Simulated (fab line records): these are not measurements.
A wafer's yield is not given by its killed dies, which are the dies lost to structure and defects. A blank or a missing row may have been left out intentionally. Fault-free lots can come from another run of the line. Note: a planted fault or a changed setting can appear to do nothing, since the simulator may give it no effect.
Chamber matching + flow nandHarc + NHARC_A_STAIRCASE_CMP_472 on cmp-04 has 4 sister chambers
The step polishes SiO2. 4 wafers are shown with their chamber, then 8 later ones without.

## WAFERS PAIRED WITH THEIR CHAMBERS
| wafer  | chamber | motorCurrentA (A) |
|--------|---------|-------------------|
| L088.5 | 2       | 14.9              |
| L088.3 | 0       | 12.0              |
| L088.6 | 1       | 13.1              |
| L090.2 | 3       | 11.6              |

## WAFERS WITHOUT THEIR CHAMBER
| wafer  | motorCurrentA (A) |
|--------|-------------------|
| L090.3 | 13.5              |
| L090.4 | 11.7              |
| L094.3 | 14.5              |
| L094.4 | 13.4              |
| L094.6 | 12.3              |
| L096.1 | 13.7              |
| L096.2 | 13.8              |
| L096.5 | 13.0              |

## WHICH CHAMBER EACH ONE RAN IN
| wafer  | from the rows above          | in truth |
|--------|------------------------------|----------|
| L090.3 | 1                            | 1        |
| L090.4 | can't be placed: 3 or 0      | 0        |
| L094.3 | 2                            | 2        |
| L094.4 | 1                            | 1        |
| L094.6 | can't be placed: 0 or 3 or 1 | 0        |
| L096.1 | can't be placed: 1 or 2      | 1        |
| L096.2 | can't be placed: 1 or 2      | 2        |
| L096.5 | 1                            | 1        |
Correct placement for 4 of the 8. Not placeable from these rows: 4 (in 4, the candidates include the true chamber). 0 placed wrongly.
How it was worked out, from the rows above alone: a wafer's distance from a chamber is the root of the sum, over the readings, of the square of ((its reading less the chamber's mean) divided by the reading's scatter). If the next closest chamber is less than 2 further off than the closest, the wafer can't be placed; otherwise it belongs to the closest. A chamber's mean is the mean of its shown wafers. The scatter (one wafer shown for each chamber): square how far every hidden wafer sits from the nearest shown wafer, average those squares and take the square root.
